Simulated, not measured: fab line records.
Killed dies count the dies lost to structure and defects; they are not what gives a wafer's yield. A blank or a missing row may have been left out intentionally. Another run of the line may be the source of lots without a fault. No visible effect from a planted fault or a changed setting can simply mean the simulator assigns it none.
Split-lot study -- flow n5Finfet -- 7 lots, 21 wafers read, on a route of 1938 steps

ABOUT THE SPLIT
At N5_SD_EPI_N_EPI_21 (deposits Si:P, time 690 s), the setting tempC was moved away from the recipe's 680 C on 6 of the 21 wafers read, by -0.3% to +0.4%. For the rest of the wafers, this setting stayed at what the recipe calls for.

FROM THE SPLIT TO THE READING: what the file shows between them, 10 steps
- N5_SD_EPI_N_PRECLEAN_24: cleans in O3/DIW, time 60 s
- N5_SD_EPI_P_PEB_07: peb time 60 s (also split here: pebTimeS)
- N5_SD_EPI_P_DEVELOP_08: develop time 30 s
- N5_SD_EPI_P_CD_MEAS_09: target cd 240 nm
- N5_SD_EPI_P_DESCUM_14: chemistry O2, time 7.9 s
- N5_SD_EPI_P_ETCH_37: etches SOC in N2/H2, overetch 108 nm, time 486 s (also split here: sourceW)
- N5_SD_EPI_P_STRIP_38: strips in N2/H2
- N5_SD_EPI_P_ETCHBACK_46: etches SiNx in CH3F/O2, stops on SiO2, target depth 17.5 nm
- N5_SD_EPI_P_HM_STRIP_48: strips SiNx in H3PO4, material SiNx, target depth 3 nm
- N5_SD_EPI_P_SRD_49: time 30 s

THE READING
Si-P_of_SD_EPI_N_EPI_21.thkNm (the simulator's own value, which no gauge read), in nm, at N5_SD_EPI_P_PRECLEAN_24 (cleans in O3/DIW, time 45 s). There is no usual value for it anywhere in the file. The 15 wafers here that ran the recipe average 57.8 nm, standard deviation 0.59 nm.

wafer,"tool, chamber at the split","tempC as run, C",against the recipe,"Si-P_of_SD_EPI_N_EPI_21.thkNm, nm",against lot-mates on the recipe
L074.3,"epiRpcvd-02, 0",680,recipe,58,-
L074.4,"epiRpcvd-02, 0",680,recipe,57.4,-
L074.6,"epiRpcvd-02, 0",680,recipe,57.8,-
L075.2,"epiRpcvd-04, 0",680,recipe,56.4,-
L075.3,"epiRpcvd-04, 0",678.2,-0.3%,56,-1.2
L075.5,"epiRpcvd-04, 0",680,recipe,58,-
L083.2,"epiRpcvd-02, 0",682,+0.3%,59.2,+0.9
L083.3,"epiRpcvd-02, 0",680,recipe,58.4,-
L083.4,"epiRpcvd-02, 0",680,recipe,58.2,-
L088.2,"epiRpcvd-04, 0",680,recipe,57.4,-
L088.5,"epiRpcvd-04, 0",680,recipe,57.4,-
L088.3,"epiRpcvd-04, 0",680,recipe,56.8,-
L091.3,"epiRpcvd-03, 0",680,recipe,58,-
L091.4,"epiRpcvd-03, 0",678,-0.3%,56.6,-1.4
L091.5,"epiRpcvd-03, 0",678,-0.3%,56,-2.0
L096.1,"epiRpcvd-03, 0",680,recipe,57.8,-
L096.2,"epiRpcvd-03, 0",682,+0.3%,60.6,+2.6
L096.3,"epiRpcvd-03, 0",680,recipe,58.2,-
L097.2,"epiRpcvd-03, 0",680,recipe,58.6,-
L097.3,"epiRpcvd-03, 0",680,recipe,58.4,-
L097.4,"epiRpcvd-03, 0",682.6,+0.4%,60.2,+1.7

FIT RESULTS
A straight line over all 21 wafers: Si-P_of_SD_EPI_N_EPI_21.thkNm changes by +6.24 nm for each +1% of tempC; r = +0.87; the points scatter about the line by 0.6 nm.
The same after taking each lot's own level away (the mean of its wafers on the recipe; 21 wafers): +5.33 nm for each +1%; r = +0.90; scatter 0.44 nm.
According to that fit, moving tempC by its largest amount changes the reading by 2 nm.
From 57.20 to 58.50 nm: that is the span of the lots' own levels, equal to 2.2 times the standard deviation above.
Thus the slope moves with the lot-to-lot level: the two fits are different.
Check: with one of the wafers moved furthest among these (+0.4%) left out of the fit, the line predicts +2.18 nm for it against its lot-mates. It came out at +1.7 nm against them.

THE OTHER SPLITS THESE WAFERS WENT THROUGH
Note: prior to the reading, these wafers also went through further splits. Each is held against what the fit with the lots' levels taken away leaves over:
other split on the same wafers,wafers away from the commonest value,r with Si-P_of_SD_EPI_N_EPI_21.thkNm (lot level and that fit taken away)
N5_DUMMY_GATE_EXPOSE_12 doseMj,3,-0.21
N5_SD_EPI_N_ETCH_45 targetDepthA,9,-0.07
N5_SD_EPI_P_PEB_07 pebTimeS,7,-0.25
N5_SD_EPI_P_ETCH_37 sourceW,6,-0.09

THE WHOLE CHAIN: every reading that the file lists as answering this split, in the file's order
step,what it does,reading,change (the file's fit),r (the file's)
N5_SD_EPI_N_EPI_21,"deposits Si:P, time 690 s","Si-P_of_SD_EPI_N_EPI_21.thkNm (the simulator's own value, which no gauge read)",+5.72 nm for each +1% of the setting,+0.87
N5_SD_EPI_N_PRECLEAN_24,"cleans in O3/DIW, time 60 s","Si-P_of_SD_EPI_N_EPI_21.thkNm (the simulator's own value, which no gauge read)",+5.37 nm for each +1% of the setting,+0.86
N5_SD_EPI_P_PRECLEAN_24,"cleans in O3/DIW, time 45 s","Si-P_of_SD_EPI_N_EPI_21.thkNm (the simulator's own value, which no gauge read)",+5.25 nm for each +1% of the setting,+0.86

THE FILE'S OWN FIT
Si-P_of_SD_EPI_N_EPI_21.thkNm changes by +5.25 nm for each +1% of tempC, r = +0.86.
